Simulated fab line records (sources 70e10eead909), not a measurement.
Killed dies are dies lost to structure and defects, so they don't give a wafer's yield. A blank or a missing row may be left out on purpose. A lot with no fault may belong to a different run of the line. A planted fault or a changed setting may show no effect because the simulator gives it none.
fab line records | flow nand_harc
[record] lots = 5 | wafers = 15 | last_day = 25
route steps=1159 shown P_M1@295 END@1159
lots untouched by any fault: they come from a run of this same line in which no faults occurred
start_h: hours from the record's opening day to when the first of the lot's shown wafers began | wait_h: hours since the lot's step before | " identical to the entry in the row above | L1.1+2: a row that stands for several wafers | - either no value or no given start | * or withheld: withheld | < > ~ a bound
route shown NAME@n: names a module that has steps shown in the file, with the first one's number in the route | usual: mean and standard deviation over wafers with no fault | same: alike in all rows | chamber/n: place in a boat | sites: readings site by site | _std_site: their standard deviation | _edge_site: outer sites' mean less inner sites' | radius_mm: how far each site lies from the wafer's centre | mask NAME#n: copy n | behind: the last tool/chamber to shape the wafer | hold: why the lot went on hold/how many hours it stayed there/how the hold came to an end | device: the transistor (n, p or np) that didn't switch | end of line: at the end of the route, the tests of the same wafers | a step with no rows: only its recipe | killed: the dies lost at the first sort to structure and to defects; this is not the yield of the wafer | map: the dies of a wafer, with x for killed, . for not killed, _ for no die there
set.NAME: the setting as run; set.NAME@STEP: as run at that earlier step | model.NAME: the simulator's own value behind a step, which no gauge read
lots at some steps of the route; a table a step, a row a wafer
services: when a tool's chamber went out of use (start_h, in hours from the record's first day, below 0 if earlier), for how many hours, and the reason
[[steps]]
[step NHARC_P_M1_CD_MEAS_09]
[recipe] target_cd_nm = 130 | landing_energy_ev = 500
[usual] cd_nm = 129.9/0.46
lot.wafer | tool      | chamber | start_h | wait_h | cd_nm
L597.1    | cd_sem-02 | 0       | 129.80  | -      | 130.0
L597.2    | "         | 0       | "       | "      | 130.3
L597.4    | "         | 0       | "       | "      | 130.0
L596.1    | cd_sem-02 | 0       | 131.50  | -      | 129.9
L596.2    | "         | 0       | "       | "      | 129.3
L596.3    | "         | 0       | "       | "      | 129.6
L610.1    | cd_sem-01 | 0       | 198.72  | -      | 130.3
L610.2    | "         | 0       | "       | "      | 130.4
L610.3    | "         | 0       | "       | "      | 129.9
L617.1    | cd_sem-02 | 0       | 242.97  | -      | 130.0
L617.3    | "         | 0       | "       | "      | 130.5
L617.5    | "         | 0       | "       | "      | 130.0
L619.3    | cd_sem-03 | 0       | 256.75  | -      | 130.4
L619.4    | "         | 0       | "       | "      | 130.0
L619.5    | "         | 0       | "       | "      | 129.9
[step NHARC_P_M1_OVL_MEAS_10]
[recipe] pitch_nm = 260
[usual] overlay_x_nm = 0.1/0.89 | overlay_y_nm = -0.2/0.77
lot.wafer | tool       | chamber | start_h | wait_h | overlay_x_nm | overlay_y_nm
L597.1    | overlay-01 | -       | 129.88  | -      | -0.3         | 0.2
L597.2    | "          | -       | "       | "      | -0.2         | -0.5
L597.4    | "          | -       | "       | "      | -1.1         | -0.5
L596.1    | overlay-01 | -       | 131.59  | -      | -0.2         | 1.5
L596.2    | "          | -       | "       | "      | -0.9         | 0.6
L596.3    | "          | -       | "       | "      | -0.8         | 1.1
L610.1    | overlay-01 | -       | 198.81  | -      | -0.1         | -0.8
L610.2    | "          | -       | "       | "      | -0.6         | -0.2
L610.3    | "          | -       | "       | "      | -0.7         | 0.2
L617.1    | overlay-01 | -       | 243.06  | -      | 0.7          | -0.6
L617.3    | "          | -       | "       | "      | 1.1          | -0.7
L617.5    | "          | -       | "       | "      | 1.0          | -0.3
L619.3    | overlay-01 | -       | 256.84  | -      | -0.4         | 0.2
L619.4    | "          | -       | "       | "      | -0.3         | -0.3
L619.5    | "          | -       | "       | "      | -0.4         | 0.0
[step NHARC_P_M1_INSPECT_11]
[usual] raw_defect_count = 4.1/2.3
lot.wafer | tool              | chamber | start_h | wait_h | raw_defect_count
L597.1    | defect_inspect-01 | -       | 129.92  | 0.0    | 0
L597.2    | "                 | -       | "       | "      | 2
L597.4    | "                 | -       | "       | "      | 4
L596.1    | defect_inspect-02 | -       | 131.63  | 0.0    | 5
L596.2    | "                 | -       | "       | "      | 2
L596.3    | "                 | -       | "       | "      | 0
L610.1    | defect_inspect-01 | -       | 198.85  | 0.0    | 7
L610.2    | "                 | -       | "       | "      | 3
L610.3    | "                 | -       | "       | "      | 4
L617.1    | defect_inspect-02 | -       | 243.10  | 0.0    | 7
L617.3    | "                 | -       | "       | "      | 2
L617.5    | "                 | -       | "       | "      | 0
L619.3    | defect_inspect-02 | -       | 256.87  | 0.0    | 2
L619.4    | "                 | -       | "       | "      | 1
L619.5    | "                 | -       | "       | "      | 1
[step NHARC_P_M1_DESCUM_14]
[recipe] time_s = 3 | o2_flow_sccm = 200 | ar_flow_sccm = 0 | bias_power_w = 0 | chemistry = O2
[step NHARC_P_M1_ETCH_35]
[recipe] target_depth_a = 400 | overetch_a = 120 | time_s = 43.94 | ion_energy_ev = 200 | n2_flow_sccm = 150 | h2_flow_sccm = 150 | ar_flow_sccm = 0 | rf_w = 400 | bias_w = 150 | chemistry = N2/H2
[usual] drypump_motor_current_A = 5.9/0.44 | oes_product_au = 0.998/0.0073 | rf_vpp_V = 430.3/2.3 | showerhead_plenum_p_Torr = 2.03/0.083 | throttle_valve_pct = 14.170/0.0099
lot.wafer | tool        | chamber | start_h | wait_h | drypump_motor_current_A | oes_product_au | rf_hours_counter_h | rf_vpp_V | showerhead_plenum_p_Torr | throttle_valve_pct
L597.4    | rie_diel-12 | 1       | 130.07  | 0.1    | 5.5                     | 0.990          | 6                  | 428.1    | 1.94                     | 14.158
L597.2    | "           | 3       | "       | "      | 6.1                     | 0.995          | 7                  | 427.3    | 1.91                     | 14.182
L597.1    | "           | 0       | "       | "      | 6.1                     | 0.990          | 7                  | 429.2    | 2.02                     | 14.169
L596.3    | rie_diel-12 | 3       | 131.78  | 0.1    | 6.2                     | 0.999          | 7                  | 426.6    | 1.90                     | 14.184
L596.2    | "           | 0       | "       | "      | 6.1                     | 1.004          | 7                  | 430.3    | 2.02                     | 14.167
L596.1    | "           | 1       | "       | "      | 5.5                     | 0.992          | 6                  | 428.9    | 1.94                     | 14.174
L610.1    | rie_diel-12 | 1       | 199.01  | 0.1    | 5.5                     | 0.991          | 11                 | 429.0    | 1.94                     | 14.160
L610.3    | "           | 2       | "       | "      | 6.5                     | 0.993          | 10                 | 431.2    | 2.04                     | 14.152
L610.2    | "           | 3       | "       | "      | 6.1                     | 1.000          | 11                 | 426.4    | 1.90                     | 14.176
L617.3    | rie_diel-01 | 2       | 243.25  | 0.1    | 5.3                     | 0.993          | 4                  | 434.8    | 2.21                     | 14.184
L617.1    | "           | 3       | "       | "      | 5.4                     | 0.997          | 6                  | 431.4    | 2.07                     | 14.165
L617.5    | "           | 0       | "       | "      | 5.5                     | 0.986          | -                  | 434.4    | 2.18                     | 14.185
L619.4    | rie_diel-01 | 2       | 257.02  | 0.1    | 5.3                     | 0.985          | 5                  | 434.0    | 2.21                     | 14.171
L619.3    | "           | 3       | "       | "      | 5.4                     | 0.977          | 7                  | 432.1    | 2.07                     | 14.166
L619.5    | "           | 2       | "       | "      | 5.3                     | 0.986          | -                  | 434.0    | 2.21                     | 14.192
[step NHARC_P_M1_ETCH_15]
[recipe] target_depth_a = 1825 | time_s = 91.2 | c4f8_flow_sccm = withheld | ar_flow_sccm = 400 | rf_w = 600 | bias_w = 300 | chemistry = C4F8/Ar
[usual] oes_product_au = 0.952/0.023 | rf_vpp_V = 440.6/2.5
lot.wafer | tool        | chamber | start_h | wait_h | oes_product_au | rf_hours_counter_h | rf_vpp_V
L597.1    | rie_diel-12 | 2       | -       | -      | 0.961          | 6                  | 441.8
L597.2    | "           | 3       | "       | "      | 0.971          | 7                  | 437.2
L597.4    | "           | 1       | "       | "      | 0.971          | 6                  | 438.4
L596.3    | rie_diel-12 | 1       | -       | -      | 0.971          | 6                  | 438.5
L596.1    | "           | 2       | "       | "      | 0.974          | 6                  | 441.5
L596.2    | "           | 3       | "       | "      | 0.955          | 7                  | 436.8
L610.2    | rie_diel-12 | 3       | -       | -      | 0.925          | 11                 | 435.8
L610.1    | "           | 1       | "       | "      | 0.908          | 11                 | 437.3
L610.3    | "           | 2       | "       | "      | 0.918          | 10                 | 440.6
L617.3    | rie_diel-01 | 2       | -       | -      | 0.920          | 4                  | 445.6
L617.1    | "           | 0       | "       | "      | 0.913          | 6                  | 443.4
L617.5    | "           | 2       | "       | "      | 0.911          | -                  | 444.6
L619.4    | rie_diel-01 | 3       | -       | -      | 0.988          | 7                  | 442.3
L619.3    | "           | 1       | "       | "      | 0.970          | 7                  | 441.6
L619.5    | "           | 3       | "       | "      | 0.979          | -                  | 442.4
[step NHARC_P_M1_CD_MEAS_16]
[usual] cd_nm = 129.9/0.59
lot.wafer | tool      | chamber | start_h | wait_h | cd_nm
L597.1    | cd_sem-02 | -       | 130.29  | -      | 130.3
L597.2    | "         | -       | "       | "      | 130.2
L597.4    | "         | -       | "       | "      | 129.8
L596.1    | cd_sem-03 | -       | 131.99  | -      | 130.1
L596.2    | "         | -       | "       | "      | 128.6
L596.3    | "         | -       | "       | "      | 129.6
L610.1    | cd_sem-03 | -       | 199.26  | -      | 130.4
L610.2    | "         | -       | "       | "      | 130.5
L610.3    | "         | -       | "       | "      | 130.8
L617.1    | cd_sem-01 | -       | 243.46  | -      | 129.2
L617.3    | "         | -       | "       | "      | 130.3
L617.5    | "         | -       | "       | "      | 130.5
L619.3    | cd_sem-03 | -       | 257.24  | -      | 130.2
L619.4    | "         | -       | "       | "      | 130.1
L619.5    | "         | -       | "       | "      | 129.8
[step NHARC_P_M1_STRIP_18]
[recipe] power_w = 1000 | n2_flow_sccm = 150 | h2_flow_sccm = 150 | ar_flow_sccm = 0 | bias_w = 0 | chemistry = N2/H2
[step NHARC_P_M1_ETCH_28]
[recipe] target_depth_a = 300 | over_etch_frac = 0.3 | time_s = 72.99 | ion_energy_ev = 150 | cf4_flow_sccm = 50 | n2_flow_sccm = 100 | ar_flow_sccm = 150 | rf_w = 300 | bias_w = 100 | chemistry = CF4/N2
[usual] drypump_motor_current_A = 5.7/0.45 | oes_product_au = 0.998/0.0063 | rf_vpp_V = 314.6/1.9 | showerhead_plenum_p_Torr = 2.65/0.11 | throttle_valve_pct = 19.794/0.0089
lot.wafer | tool        | chamber | start_h | wait_h | drypump_motor_current_A | oes_product_au | rf_hours_counter_h | rf_vpp_V | showerhead_plenum_p_Torr | throttle_valve_pct
L597.2    | rie_diel-07 | 2       | -       | -      | 5.1                     | 0.993          | 1.4                | 316.3    | 2.74                     | 19.780
L597.1    | "           | 3       | "       | "      | 5.8                     | 1.006          | 1.3                | 315.2    | 2.65                     | 19.802
L597.4    | "           | 0       | "       | "      | 6.3                     | 0.997          | 1.4                | 315.4    | 2.65                     | 19.809
L596.1    | rie_diel-07 | 2       | -       | -      | 5.1                     | 1.000          | 1.5                | 316.9    | 2.74                     | 19.785
L596.2    | "           | 3       | "       | "      | 5.7                     | 1.003          | 1.4                | 313.4    | 2.65                     | 19.798
L596.3    | "           | 0       | "       | "      | 6.2                     | 1.003          | 1.5                | 314.2    | 2.65                     | 19.794
L610.1    | rie_diel-01 | 0       | -       | -      | 5.5                     | 0.997          | 3.8                | 316.9    | 2.80                     | 19.791
L610.2    | "           | 1       | "       | "      | 5.4                     | 0.990          | 3.6                | 314.6    | 2.65                     | 19.803
L610.3    | "           | 3       | "       | "      | 5.4                     | 0.997          | 3.7                | 314.2    | 2.66                     | 19.774
L617.1    | rie_diel-12 | 1       | -       | -      | 5.5                     | 0.983          | 1.5                | 312.2    | 2.51                     | 19.795
L617.3    | "           | 2       | "       | "      | 6.5                     | 1.006          | 1.0                | 314.5    | 2.63                     | 19.782
L617.5    | "           | 2       | "       | "      | 6.5                     | 1.001          | -                  | 313.6    | 2.63                     | 19.794
L619.3    | rie_diel-07 | 1       | -       | -      | 6.3                     | 0.999          | 0.6                | 313.1    | 2.55                     | 19.801
L619.4    | "           | 3       | "       | "      | 5.7                     | 1.000          | -                  | 313.4    | 2.65                     | 19.787
L619.5    | "           | 1       | "       | "      | 6.3                     | 0.994          | -                  | 312.2    | 2.55                     | 19.801
[step NHARC_P_M1_STRIP_19]
[recipe] time_s = 600 | temp_c = 30 | chemistry = post_etch_residue_remover
[step NHARC_P_M1_DEGAS_29]
[recipe] temp_c = 250 | time_s = 60
[usual] heater_power_w = 333/46
lot.wafer | tool           | chamber | start_h | wait_h | heater_power_w
L597.4    | pvd_sputter-02 | -       | 131.00  | -      | 403
L597.2    | "              | -       | "       | "      | 336
L597.1    | "              | -       | "       | "      | 330
L596.1    | pvd_sputter-02 | -       | 132.70  | -      | 323
L596.3    | "              | -       | "       | "      | 398
L596.2    | "              | -       | "       | "      | 337
L610.3    | pvd_sputter-02 | -       | 200.03  | -      | 399
L610.1    | "              | -       | "       | "      | 343
L610.2    | "              | -       | "       | "      | 309
L617.3    | pvd_sputter-01 | -       | 244.18  | -      | 266
L617.1    | "              | -       | "       | "      | 351
L617.5    | "              | -       | "       | "      | 257
L619.4    | pvd_sputter-01 | -       | 258.02  | -      | 350
L619.3    | "              | -       | "       | "      | 257
L619.5    | "              | -       | "       | "      | 291
[step NHARC_P_M1_PRE_CLEAN_30]
[recipe] time_s = 30 | temp_c = 280 | gas = H2/He
[step NHARC_P_M1_PVD_20]
[recipe] target_thk_a = 50 | bias_v = 168.6 | power_w = 15000 | chamber_pressure_pa = 0.12 | time_s = 8.06 | substrate_temp_c = 50 | material = TaN
[usual] cathode_dc_power_W = 15000/2.8 | throttle_valve_pct = 29.7/0.79
lot.wafer | tool           | chamber | start_h | wait_h | cathode_dc_power_W | throttle_valve_pct
L597.1    | pvd_sputter-02 | -       | 131.12  | -      | 14999              | 29.7
L597.2    | "              | -       | "       | "      | 15004              | 29.8
L597.4    | "              | -       | "       | "      | 15000              | 28.1
L596.2    | pvd_sputter-02 | -       | 132.83  | -      | 15001              | 27.9
L596.1    | "              | -       | "       | "      | 15005              | 30.5
L596.3    | "              | -       | "       | "      | 15002              | 29.7
L610.3    | pvd_sputter-02 | -       | 200.15  | -      | 14998              | 30.0
L610.2    | "              | -       | "       | "      | 14998              | 29.6
L610.1    | "              | -       | "       | "      | 15976              | 30.4
L617.1    | pvd_sputter-01 | -       | 244.32  | -      | 15001              | 29.8
L617.3    | "              | -       | "       | "      | 15003              | 30.2
L617.5    | "              | -       | "       | "      | 14999              | 30.0
L619.4    | pvd_sputter-01 | -       | 258.15  | -      | 15002              | 29.9
L619.3    | "              | -       | "       | "      | 15000              | 30.4
L619.5    | "              | -       | "       | "      | 15000              | 29.1
[step NHARC_P_M1_PVD_21]
[recipe] target_thk_a = 300 | chamber_pressure_pa = 5 | power_w = 5000 | substrate_temp_c = 30 | time_s = 20.49 | material = Cu
[usual] cathode_dc_power_W = 5000.0/0.98 | throttle_valve_pct = 29.6/0.81
lot.wafer | tool           | chamber | start_h | wait_h | cathode_dc_power_W | throttle_valve_pct
L597.1    | pvd_sputter-02 | -       | -       | -      | 5000.5             | 29.5
L597.2    | "              | -       | "       | "      | 5000.7             | 28.0
L597.4    | "              | -       | "       | "      | 5000.7             | 30.6
L596.3    | pvd_sputter-02 | -       | -       | -      | 4999.9             | 30.3
L596.2    | "              | -       | "       | "      | 4997.6             | 29.8
L596.1    | "              | -       | "       | "      | 5000.1             | 29.6
L610.3    | pvd_sputter-02 | -       | -       | -      | 4999.5             | 28.2
L610.1    | "              | -       | "       | "      | 4999.4             | 30.4
L610.2    | "              | -       | "       | "      | 5000.1             | 29.8
L617.3    | pvd_sputter-01 | -       | -       | -      | 5000.0             | 29.3
L617.1    | "              | -       | "       | "      | 4999.7             | 30.1
L617.5    | "              | -       | "       | "      | 5001.7             | 30.4
L619.4    | pvd_sputter-01 | -       | -       | -      | 5002.0             | 30.2
L619.3    | "              | -       | "       | "      | 4998.6             | 30.2
L619.5    | "              | -       | "       | "      | 4999.3             | 30.0
[step NHARC_END_SORT_01]
[recipe] temp_c = 25
[usual] defect_limited_yield = 95.7/1.5 | killed_at_array = 25/9.8 | killed_at_other = 0.8/1.1 | killed_at_periphery = 3.3/2.1 | killed_dies = 29/10 | killed_open = 3.3/1.8 | killed_short = 1.9/1.4 | sort_bin_2_pct = 1.3/0.6 | sort_bin_3_pct = 0.25/0.23 | sort_bin_4_pct = 2.8/0.97 | sort_n_pass = 648/10 | sort_rim_yield_pct = 95/3.2 | sort_yield_pct = 95.7/1.5
[same] gross_dies = 677 | sort_bin_5_pct[%] = 0 | sort_bin_6_pct[%] = 0 | sort_bin_7_pct[%] = 0 | sort_bin_8_pct[%] = 0 | sort_rim_n_gross = 106.00
lot.wafer | tool      | chamber | start_h | wait_h | defect_limited_yield[%] | killed_at_array | killed_at_other | killed_at_periphery | killed_dies | killed_open | killed_short | sort_bin_2_pct[%] | sort_bin_3_pct[%] | sort_bin_4_pct[%] | sort_n_pass | sort_rim_yield_pct[%] | sort_yield_pct[%]
L596.1    | prober-02 | 0       | 456.86  | 2.5    | 95.7                    | 25              | 2               | 2                   | 29          | 1           | 3            | 1.0               | 0.30              | 3.0               | 648         | 95                    | 95.7
L596.2    | prober-02 | 0       | 457.66  | 2.8    | 97.5                    | 16              | 1               | 0                   | 17          | 1           | 2            | 1.0               | 0.15              | 1.3               | 660         | 96                    | 97.5
L596.3    | prober-02 | 0       | 458.46  | 3.1    | 96.8                    | 21              | 1               | 0                   | 22          | 4           | 2            | 0.6               | 0.15              | 2.5               | 655         | 97                    | 96.8
L597.1    | prober-02 | 0       | 464.65  | 2.5    | 97.2                    | 16              | 1               | 2                   | 19          | 4           | 5            | 0.9               | 0                 | 1.9               | 658         | 98                    | 97.2
L597.2    | prober-02 | 0       | 465.47  | 2.8    | 97.5                    | 15              | 0               | 2                   | 17          | 5           | 0            | 0.3               | 0.15              | 2.1               | 660         | 96                    | 97.5
L597.4    | prober-02 | 0       | 467.11  | 3.5    | 98.1                    | 13              | 0               | 0                   | 13          | 3           | 3            | 0.6               | 0.15              | 1.2               | 664         | 100                   | 98.1
// killed by level:class
L596.1 A_CHANNEL_HOLE_D1:chamber_film_flake=16 A_CONTACT:chamber_film_flake=5 A_WL_FILL:geometric_particle:short=2 P_GATE:chamber_film_flake=2 THIN_TSV:chamber_film_flake=2 A_CHANNEL_FILL_D1:geometric_particle:short=1 A_CONTACT:geometric_particle:open=1
L596.2 A_CHANNEL_HOLE_D1:chamber_film_flake=7 A_SLIT:chamber_film_flake=3 A_WL_FILL:chamber_film_flake=2 A_SOURCE_PLATE:geometric_particle:short=1 A_CONTACT:geometric_particle:short=1 A_CONTACT:geometric_particle:open=1 A_STAIRCASE:chamber_film_flake=1 THIN_TSV:chamber_film_flake=1
L596.3 A_CHANNEL_HOLE_D1:chamber_film_flake=8 A_CONTACT:geometric_particle:open=3 A_CONTACT:chamber_film_flake=3 A_CHANNEL_FILL_D1:geometric_particle:open=1 A_SGD_CUT:geometric_particle:short=1 A_CONTACT:geometric_particle:short=1 A_STAIRCASE:chamber_film_flake=1 A_SLIT:chamber_film_flake=1
L597.1 A_STAIRCASE:chamber_film_flake=6 A_SGD_CUT:geometric_particle:short=2 A_CONTACT:geometric_particle:open=2 P_CONTACT:geometric_particle:open=1 P_M0:geometric_particle:short=1 A_CHANNEL_FILL_D1:geometric_particle:short=1 A_WL_FILL:geometric_particle:short=1 A_BLC:geometric_particle:open=1
L597.2 A_STAIRCASE:chamber_film_flake=5 A_WL_FILL:chamber_film_flake=3 P_CONTACT:geometric_particle:open=2 A_M0:geometric_particle:open=2 A_SLIT:chamber_film_flake=2 A_CONTACT:geometric_particle:open=1 A_ZERO_WELL:chamber_film_flake=1 A_CHANNEL_HOLE_D1:chamber_film_flake=1
L597.4 A_CHANNEL_HOLE_D1:chamber_film_flake=3 A_WL_FILL:chamber_film_flake=2 A_ONON_D1:geometric_particle:open=1 A_ONON_D1:geometric_particle:short=1 A_CHANNEL_FILL_D1:geometric_particle:short=1 A_WL_FILL:geometric_particle:short=1 A_WL_FILL:geometric_particle:open=1 A_M0:geometric_particle:open=1
[[services]]
tool           | chamber | start_h | hours | kind
rie_diel-12    | 0       | 107.95  | -     | clean
rie_diel-12    | 1       | 107.95  | -     | clean
rie_diel-12    | 2       | 107.95  | -     | clean
rie_diel-12    | 3       | 107.95  | -     | clean
rie_diel-12    | 0       | 132.45  | -     | clean
rie_diel-12    | 1       | 132.45  | -     | clean
rie_diel-12    | 2       | 132.45  | -     | clean
rie_diel-12    | 3       | 132.45  | -     | clean
rie_diel-01    | -       | 137.80  | 9.0   | pm
rie_diel-12    | -       | 142.54  | 4.3   | repair
rie_diel-01    | 1       | 156.94  | 8.5   | repair
rie_diel-12    | 0       | 157.06  | -     | clean
rie_diel-12    | 1       | 157.06  | -     | clean
rie_diel-12    | 2       | 157.06  | -     | clean
rie_diel-12    | 3       | 157.06  | -     | clean
pvd_sputter-01 | -       | 161.99  | 10.0  | pm
rie_diel-12    | -       | 174.62  | 0.3   | repair
rie_diel-12    | 0       | 181.56  | -     | clean
rie_diel-01    | 2       | 184.30  | 15.7  | repair
rie_diel-12    | 0       | 197.91  | 6.5   | repair
rie_diel-12    | -       | 202.78  | 9.0   | pm
rie_diel-07    | 0       | 203.53  | 69.7  | repair
pvd_sputter-02 | -       | 214.06  | 10.0  | pm
rie_diel-07    | -       | 228.20  | 9.0   | pm
[[key]]
[first_sign] step = NHARC_P_M1_PVD_20 | reading = cathode_dc_power_W | direction = up | sigmas = 99+ | usual = * | struck = *
effect none on later readings
met_at NHARC_P_M1_PVD_20
struck_wafers L610.1
onset_between 132.83 200.15
[fault] kind = process_parameter_drift | tool = pvd_sputter-02 | chamber = - | onset_h = 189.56 | steps = NHARC_P_M1_PVD_20 | channel = power_w | offset = * | shape = step | end_h = 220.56 | acts_in = * | stated = * | scope = struck_wafers_only
